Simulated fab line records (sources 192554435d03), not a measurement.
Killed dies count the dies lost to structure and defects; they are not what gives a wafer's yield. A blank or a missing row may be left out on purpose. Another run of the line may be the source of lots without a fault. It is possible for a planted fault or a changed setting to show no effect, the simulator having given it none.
Split-lot experiment ; flow n5-finfet ; on a route of 1938 steps: 7 lots, 21 wafers read

THE SPLIT ITSELF
At N5_DUMMY_GATE_CVD_03 (deposits a-Si from SiH4, target thk 150 nm, time 8042 s), the setting temp-c was moved away from the recipe's 530 C on 15 of the 21 wafers read, by -2.8% to +3.1%. The other wafers ran this setting at the recipe's value.

The split's own step is where the reading is taken.

THE READING
a-Si_of_DUMMY_GATE_CVD_03.thk-nm (the simulator's own value, which no gauge read), in nm, at N5_DUMMY_GATE_CVD_03 (deposits a-Si from SiH4, target thk 150 nm, time 8042 s). The file gives no usual value for it. The 6 wafers here that ran the recipe average 150.9 nm, standard deviation 0.53 nm.

wafer;tool, chamber at the split;temp-c as run, C;against the recipe;a-Si_of_DUMMY_GATE_CVD_03.thk-nm, nm;against lot-mates on the recipe
L077.4;lpcvd-01, 0/79;530;recipe;151;-
L077.5;lpcvd-01, 0/84;530;recipe;151.4;-
L077.6;lpcvd-01, 0/89;530;recipe;150;-
L084.1;-, -;515.3;-2.8%;100.8;no lot-mate on the recipe
L084.5;-, -;515.3;-2.8%;100.8;no lot-mate on the recipe
L084.6;-, -;515.3;-2.8%;101;no lot-mate on the recipe
L085.1;-, -;544.7;+2.8%;224;no lot-mate on the recipe
L085.3;-, -;544.7;+2.8%;225.2;no lot-mate on the recipe
L085.6;-, -;544.7;+2.8%;223.6;no lot-mate on the recipe
L087.1;-, -;521.2;-1.7%;119;no lot-mate on the recipe
L087.3;-, -;521.2;-1.7%;117.6;no lot-mate on the recipe
L087.5;-, -;521.2;-1.7%;116.4;no lot-mate on the recipe
L090.1;-, -;521.1;-1.7%;115.4;no lot-mate on the recipe
L090.2;-, -;521.1;-1.7%;114.8;no lot-mate on the recipe
L090.3;-, -;521.1;-1.7%;115.6;no lot-mate on the recipe
L091.1;-, -;530;recipe;150.4;-
L091.2;-, -;530;recipe;151.2;-
L091.4;-, -;530;recipe;151.4;-
L093.2;-, -;546.4;+3.1%;235.6;no lot-mate on the recipe
L093.3;-, -;546.4;+3.1%;234;no lot-mate on the recipe
L093.4;-, -;546.4;+3.1%;234.4;no lot-mate on the recipe

THE FIT
A straight line over all 21 wafers: a-Si_of_DUMMY_GATE_CVD_03.thk-nm changes by +23.5 nm for each +1% of temp-c; r = +0.99; the points scatter about the line by 5.5 nm.
Too few moved wafers have a lot-mate on the recipe to fit a line with each lot's own level taken away.

THE WHOLE CHAIN: every reading that the file lists as answering this split, in the file's order
step;what it does;reading;change (the file's fit);r (the file's)
N5_DUMMY_GATE_CVD_03;deposits a-Si from SiH4, target thk 150 nm, time 8042 s;a-Si_of_DUMMY_GATE_CVD_03.thk-nm (the simulator's own value, which no gauge read);+23.5 nm for each +1% of the setting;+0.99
N5_DUMMY_GATE_CMP_04;polishes a-Si;time-to-endpoint-s;withheld for each +1% of the setting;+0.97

THE FILE'S OWN FIT
a-Si_of_DUMMY_GATE_CVD_03.thk-nm changes by +23.5 nm for each +1% of temp-c, r = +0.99.
